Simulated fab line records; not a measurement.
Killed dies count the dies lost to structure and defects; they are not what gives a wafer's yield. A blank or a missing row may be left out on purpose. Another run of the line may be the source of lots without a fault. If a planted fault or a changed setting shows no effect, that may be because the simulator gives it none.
Comparing a struck lot with a sound one || flow nand-harc || 21 out of 1159 route steps
Sound: wafers L517.1, L517.2, L517.3. Struck: wafers L528.1, L528.2, L528.3. The cause is named last.
Order at every step that has rows: each side's tool, ch and its chambers, its first start. Under that, the readings that differ: sound wafers || struck wafers || difference of the means || sigmas: that difference in standard deviations of wafers without a fault.
alike: readings whose means differ by less than 2 such deviations, and words and numbers that are the same on both sides. not compared: withheld readings, readings that some wafer has no value for, bounds like >300 that may hide the same value, and numbers for which the record gives no deviation and whose values overlap.
The two part at a step that has a row with sigmas, a row that says differs or no value, or rows on one side only. Numbers that have no deviation but don't overlap get no sigmas and don't part them. Lack of a reading on every wafer of one side parts them only where that side has two or more wafers.

NHARC_A_BLC_CMP_25: polishes, t overpolish 30 s, target thk 150 nm.
  sound on cmp-02 ch 0,2,3, day 23 15:36; struck on cmp-01 ch 0,1,3, day 25 03:59
{"reading": "time-to-endpoint-s (s)", "sound": "29.3 25.5 21.5", "struck": "36.5 35.2 34.9", "difference": "+10.1", "sigmas": "+4"}
  alike: edge-zone-pressure-frac, motor-current-A, overpolish-run-s
next, for these wafers, 1 step has no rows: NHARC_A_BLC_SRD_27.
NHARC_A_BLC_INSPECT_28:
  struck on defect-inspect-01, day 25 04:23; sound on defect-inspect-02, day 23 16:00
  alike: raw-defect-count
then, 8 steps without rows for these wafers: NHARC_A_M0_DEP_00 (deposits SiOC, target thk 150 nm); NHARC_A_M0_DEHYDRATE_01 (time 120 s); NHARC_A_M0_HMDS_02 (time 30 s); NHARC_A_M0_COAT_33 (time 65 s); NHARC_A_M0_COAT_03 (resist thk 90 nm); NHARC_A_M0_SOFTBAKE_04 (time 55 s); NHARC_A_M0_EBR_05; NHARC_A_M0_EXPOSE_06 (exposes mask A M0, target cd 80 nm).
NHARC_A_M0_PEB_07: peb time 65 s.
  sound on litho-track-04 ch 0, day 23 16:49; struck on litho-track-04 ch 0, day 25 05:16
{"reading": "heater-power-total-W (W)", "sound": "156.0 157.1 156.8", "struck": "162.3 162.9 163.0", "difference": "+6.1", "sigmas": "+15"}
then, 1 step without rows for these wafers: NHARC_A_M0_DEVELOP_08 (develop time 35 s).
NHARC_A_M0_CD_MEAS_09: target cd 80 nm.
  sound on cd-sem-03 ch 0, day 23 16:54; struck on cd-sem-03 ch 0
{"reading": "cd-nm (nm)", "sound": "79.3 78.3 79.1", "struck": "77.2 76.7 77.9", "difference": -1.6, "sigmas": -2}
  not compared: hold
NHARC_A_M0_OVL_MEAS_10: pitch 160 nm.
  struck on overlay-02, day 25 10:58; sound on overlay-02, day 23 17:00
{"reading": "hold", "sound": "- - -", "struck": "await-dispo/5.3h/release await-dispo/5.3h/release await-dispo/5.3h/release", "difference": "no value on the sound wafers", "sigmas": ""}
  alike: overlay-x-nm, overlay-y-nm
NHARC_A_M0_INSPECT_11:
  struck on defect-inspect-02, day 25 11:01; sound on defect-inspect-01, day 23 17:02
  alike: raw-defect-count
NHARC_A_M0_DESCUM_14: chemistry O2, time 3 s.
  sound on rie-diel-09 ch 0,2,3, day 23 17:07; struck on rie-diel-03 ch 0,1,3, day 25 11:04
{"reading": "rf-hours-counter-h (h)", "sound": "8 7 9", "struck": "1 1 1", "difference": -7, "sigmas": ""}
{"reading": "model.A_M0.cd-nm (nm)", "sound": "79.23 77.98 78.86", "struck": "77.51 77.04 77.36", "difference": -1.39, "sigmas": ""}
  alike: drypump-motor-current-A, oes-product-au, rf-vpp-V, showerhead-plenum-p-Torr, throttle-valve-pct
NHARC_A_M0_ETCH_34: etches the open film in N2/H2, target depth 40 nm, overetch 12 nm, time 43.94 s.
  sound on rie-diel-09 ch 0,2,3, day 23 17:11; struck on rie-diel-03 ch 0,1,3, day 25 11:10
{"reading": "rf-hours-counter-h (h)", "sound": "9 8 7", "struck": "1 1 1", "difference": -7, "sigmas": ""}
  alike: drypump-motor-current-A, oes-product-au, rf-vpp-V, showerhead-plenum-p-Torr, throttle-valve-pct
NHARC_A_M0_ETCH_15: etches the open film in C4F8/Ar, target depth 150 nm, overetch 15 nm, time 82.5 s.
  sound on rie-diel-09 ch 0,1,2; struck on rie-diel-03 ch 0,1,3
{"reading": "rf-hours-counter-h (h)", "sound": "9 9 7", "struck": "1 1 1", "difference": -7, "sigmas": ""}
  alike: oes-product-au, rf-vpp-V
  not compared: model.A_M0.cd-nm
NHARC_A_M0_CD_MEAS_16:
  struck on cd-sem-01, day 25 11:25; sound on cd-sem-03, day 23 17:24
  alike: cd-nm
  not compared: hold
-- the record jumps here: 2 days lie between the struck wafers' starts before and after (it left off in module A_M0 and takes up again in module END, whose first step shown is number 1159 of the route) --
NHARC_END_SORT_01:
  the record has rows for the struck wafers here (prober-01 ch 0, day 27 20:46) and none for the sound ones

## WHERE THEY PART
Last at NHARC_END_SORT_01 as far as this record goes, first at NHARC_A_BLC_CMP_25.

WHY: the cause the simulator had injected
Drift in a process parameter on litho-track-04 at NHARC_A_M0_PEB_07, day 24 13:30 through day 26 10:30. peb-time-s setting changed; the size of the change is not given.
